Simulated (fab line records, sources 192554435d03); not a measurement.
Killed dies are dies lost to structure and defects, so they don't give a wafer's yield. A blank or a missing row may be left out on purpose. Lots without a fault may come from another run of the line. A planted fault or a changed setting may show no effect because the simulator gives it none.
A struck lot beside a sound one | flow n5_finfet | 17 steps out of a route of 1938
Sound: wafers L490.2, L490.4, L490.5. Struck: wafers L492.2, L492.3, L492.4. The cause comes at the end.
At each step with rows: each side's tool, then ch and its chambers, then its first start. Under that, the readings that differ: sound wafers | struck wafers | difference of the means | sigmas: that difference in standard deviations of wafers without a fault.
alike: readings whose means differ by less than 2 such deviations, and words and numbers that are the same on both sides. not compared: withheld readings, readings that some wafer has no value for, bounds like >300 that may hide the same value, and numbers for which the record gives no deviation and whose values overlap.
The two part at a step that has a row with sigmas, a row that says differs or no value, or rows on one side only. Numbers that don't overlap but have no deviation are shown without sigmas and don't part them. A reading that every wafer of one side lacks parts them only if that side has two wafers or more.

first, 4 steps without rows for these wafers: N5_BEOL_M9_HM_STRIP_39 (strips TiN in peroxide tin strip, target depth 25 nm, time 158 s); N5_BEOL_M9_SRD_40 (time 30 s); N5_BEOL_M9_PRECLEAN_42 (cleans in residue remover, time 60 s); N5_BEOL_M9_SRD_43 (time 30 s).
N5_BEOL_M9_CD_MEAS_35: target cd 70 nm, target cd y 40 nm.
  sound on cd_sem-02, day 11 11:52; struck on cd_sem-01, day 11 19:05
  alike: cd_nm
N5_BEOL_M9_CURE_72: cures SiCOH lowk, time 120 s.
  sound on uv_cure-02 ch 0, day 11 11:58; struck on uv_cure-02 ch 0, day 11 19:10
  alike: lamp_power_pct, wafer_temp_C_max
then, 1 step without rows for these wafers: N5_BEOL_M9_DEGAS_44 (time 60 s).
N5_BEOL_M9_PRE_CLEAN_45: time 30 s.
  sound on pvd_sputter-03, day 11 12:37; struck on pvd_sputter-03, day 11 20:33
  alike: heater_power_w
then, 1 step without rows for these wafers: N5_BEOL_M9_ALD_74 (deposits TaN, target thk 2 nm, pulse time 2 s, purge time 3 s).
N5_BEOL_M9_SURFACE_TREAT_79:
  sound on pvd_sputter-03, day 11 13:03; struck on pvd_sputter-02, day 11 20:59
  not compared: throttle_valve_pct
then, 1 step without rows for these wafers: N5_BEOL_M9_CVD_78 (deposits Co from CCTBA/H2, target thk 2 nm, time 138.9 s).
N5_BEOL_M9_SPUTTER_48: material Cu, target thk 12 nm, time 2 s.
  sound on pvd_sputter-02, day 11 15:56; struck on pvd_sputter-02, day 11 21:13
  alike: throttle_valve_pct
N5_BEOL_M9_ECD_50: material Cu, target thk 318 nm.
  sound on ecd_cu-02 ch 0,1, day 11 16:04; struck on ecd_cu-02 ch 0,1, day 11 21:38
N5_BEOL_M9_ANNEAL_51: time 90 s.
  sound on rtp_anneal-02 ch 0, day 11 16:23; struck on rtp_anneal-01 ch 0, day 11 21:47
  alike: anneal_temp_c, wafer_temp_C_max
N5_BEOL_M9_CMP_52: polishes, stops on SiCOH lowk, t overpolish 7 s, target thk 140 nm.
  sound on cmp-01 ch 0,2,3, day 11 16:44; struck on cmp-01 ch 0,2,3, day 11 22:02
  reading                | sound    | struck      | difference | sigmas
  time_to_endpoint_s (s) | 74 64 64 | 135 131 129 | +64        | +14
  alike: barrier_field_endpoint_s, head_pressure_psi, motor_current_A, overpolish_run_s, platen_rpm, slurry_filter_dp_kPa
N5_BEOL_M9_THK_MEAS_53: measures by xrf.
  sound on film_metro-01, day 11 16:57; struck on film_metro-02, day 11 22:20
  alike: M9_THK
N5_PASSIVATION_PROBE_49:
  the record has rows for the sound wafers here (prober-02, day 14 21:40) and none for the struck ones

WHERE THEY PART
First at N5_BEOL_M9_CMP_52; last, within this record, at N5_PASSIVATION_PROBE_49.

WHY: what the simulator had put in
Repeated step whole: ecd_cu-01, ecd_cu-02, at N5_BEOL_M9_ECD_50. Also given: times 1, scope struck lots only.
